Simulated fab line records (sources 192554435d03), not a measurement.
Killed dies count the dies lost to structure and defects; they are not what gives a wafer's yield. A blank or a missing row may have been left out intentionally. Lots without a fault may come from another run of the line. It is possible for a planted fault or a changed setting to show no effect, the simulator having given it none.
The same fault as seen by 3 desks + flow n5Finfet + each desk has only its own numbers; what lay behind them comes last

== THE DEFECT DESK ==
What the inspections along the route counted, lot by lot: means of the sampled wafers that have a number. If a lot's mean is further than 4 standard deviations from the usual mean, the lot is out of limits and carries the mark OUT (the distance appears in the brackets).
Columns: A = rawDefectCount at N5_MIM_BOT_LITHO_INSPECT_12, usual 2.0
| lot  | first seen here | A   |
|------|-----------------|-----|
| L312 | day 11 09:28    | 2.0 |
| L323 | day 14 18:42    | 2.0 |
| L322 | day 14 23:32    | 1.0 |
| L325 | day 14 23:50    | 2.7 |
| L328 | day 17 01:12    | 2.0 |
| L326 | day 17 07:08    | 2.3 |
| L335 | day 18 11:08    | 2.0 |
This desk found nothing out of limits on any of the 7 lots.

== AT THE METROLOGY DESK ==
Lot by lot, what the gauges showed, no matter which tool ran the lot: averages of those sampled wafers that carry a number. If a lot's mean is further than 4 standard deviations from the usual mean, the lot is out of limits and carries the mark OUT (the distance appears in the brackets).
Columns: A = cdNm at N5_MIM_BOT_LITHO_CD_MEAS_08, usual 2999.8 nm; B = MIM_BOT_OVL at N5_MIM_BOT_LITHO_OVL_MEAS_11, usual 1 nm
| lot  | first seen here | A      | B  |
|------|-----------------|--------|----|
| L312 | day 11 09:25    | 2999.1 | -5 |
| L323 | day 14 18:38    | 2999.2 | 2  |
| L322 | day 14 23:28    | 2999.9 | 1  |
| L325 | day 14 23:46    | 2998.9 | 5  |
| L328 | day 17 01:09    | 2998.5 | 2  |
| L326 | day 17 07:04    | 3000.3 | 9  |
| L335 | day 18 11:05    | 2999.9 | 5  |
This desk found nothing out of limits on any of the 7 lots.

== DESK OF THE TOOL OWNER: rieDiel-05 ==
The tool's own readings at N5_MIM_BOT_ETCH_ETCH_04 (etches SiNx in CF4/O2, target depth 26 nm, time 13 s): means of the sampled wafers that have a number, for each lot that ran on this tool. If a lot's mean is further than 4 standard deviations from the usual mean, the lot is out of limits and carries the mark OUT (the distance appears in the brackets).
Columns: A = biasW at N5_MIM_BOT_ETCH_ETCH_04, usual 49.02 W; B = drypumpMotorCurrentA at N5_MIM_BOT_ETCH_ETCH_04, usual 6.1 A; C = oesProductAu at N5_MIM_BOT_ETCH_ETCH_04, usual 0.79 a.u.; D = rfVppV at N5_MIM_BOT_ETCH_ETCH_04, usual 240.3 V; E = showerheadPlenumPTorr at N5_MIM_BOT_ETCH_ETCH_04, usual 2.24 Torr; F = throttleValvePct at N5_MIM_BOT_ETCH_ETCH_04, usual 16.08 %
| lot  | first seen here | A     | B   | C    | D     | E    | F     |
|------|-----------------|-------|-----|------|-------|------|-------|
| L312 | day 11 09:35    | 49.19 | 6.4 | 0.73 | 237.3 | 2.14 | 16.17 |
| L323 | day 14 18:48    | 49.06 | 6.8 | 0.88 | 240.9 | 2.35 | 15.73 |
| L322 | day 14 23:39    | 49.03 | 6.3 | 0.71 | 242.3 | 2.27 | 16.07 |
| L325 | day 14 23:56    | 48.99 | 6.6 | 0.79 | 241.8 | 2.31 | 15.90 |
This desk found nothing out of limits on any of the 4 lots.

== PUT TOGETHER ==
No out-of-limits result turned up at the defect desk.
From the metrology desk's view, nothing was out of limits.
The tool owner's desk saw nothing out of limits.

== WHAT THE SIMULATOR HAD PUT IN ==
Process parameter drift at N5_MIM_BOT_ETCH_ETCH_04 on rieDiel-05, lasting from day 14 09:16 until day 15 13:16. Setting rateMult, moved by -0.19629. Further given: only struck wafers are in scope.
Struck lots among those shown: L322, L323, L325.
